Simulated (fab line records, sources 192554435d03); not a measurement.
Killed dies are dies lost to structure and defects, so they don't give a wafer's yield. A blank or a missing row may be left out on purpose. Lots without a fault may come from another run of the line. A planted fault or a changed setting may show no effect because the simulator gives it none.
Which tool did it? | flow n5_finfet | 8 lots, 24 wafers sampled, at 2 steps of a route of 1938

WHAT THE GAUGES READ, wafer by wafer
N5_FIN_SAQP_CD_MEAS_16: target cd 35.6 nm.
lot  | measured    | on        | cd_nm (nm)
L943 | day 2 09:44 | cd_sem-02 | 35.5 35.7 35.4
L944 | day 2 15:52 | cd_sem-01 | 36.6 36.1 36.2
L946 | day 3 03:52 | cd_sem-03 | 35.8 35.9 36.4
L953 | day 4 23:40 | cd_sem-03 | 35.6 35.6 35.4
L955 | day 5 10:37 | cd_sem-03 | 35.8 35.3 35.7
L958 | day 6 03:35 | cd_sem-02 | 35.2 35.5 35.7
L959 | day 6 09:41 | cd_sem-03 | 35.5 36.4 36.1
L960 | day 6 17:36 | cd_sem-02 | 35.8 35.5 35.5

WHICH TOOL RAN EACH LOT (tool, then ch and the chambers of the sampled wafers, then the start)
lot  | N5_FIN_SAQP_PECVD_48
L943 | pecvd-04 ch 0,1,2, day 2 09:06
L944 | pecvd-02 ch 0,1, day 2 15:22
L946 | pecvd-04 ch 0,2, day 3 03:16
L953 | pecvd-04 ch 0,2, day 4 23:04
L955 | pecvd-04 ch 0,1, day 5 10:04
L958 | pecvd-01 ch 0,1, day 6 03:05
L959 | pecvd-02 ch 0,2, day 6 09:05
L960 | pecvd-01 ch 1,2, day 6 16:57
- N5_FIN_SAQP_PECVD_48: deposits SiNx from SiH4/NH3/N2, target thk 25 nm, time 22.1 s.

THE ANSWER, worked out from the rows above alone
Rule: what is usual is taken from the lots themselves. Put in order of their means at a reading, lots are off if they are a third of the lots or fewer, leave a main group of 4 or more, and stand apart from it by a gap of 3 or more times the standard deviation of the main group's means; of several such gaps the widest counts. A main group whose means are all the same, to the digits that the tables above print for the reading, isn't used. A lot without any number at a reading at which 4 lots or more have one is off too. The other lots that the step has rows for count as sound.
No lot is off at any reading shown: from this, nothing can be told.

WHAT THE SIMULATOR HAD PUT IN
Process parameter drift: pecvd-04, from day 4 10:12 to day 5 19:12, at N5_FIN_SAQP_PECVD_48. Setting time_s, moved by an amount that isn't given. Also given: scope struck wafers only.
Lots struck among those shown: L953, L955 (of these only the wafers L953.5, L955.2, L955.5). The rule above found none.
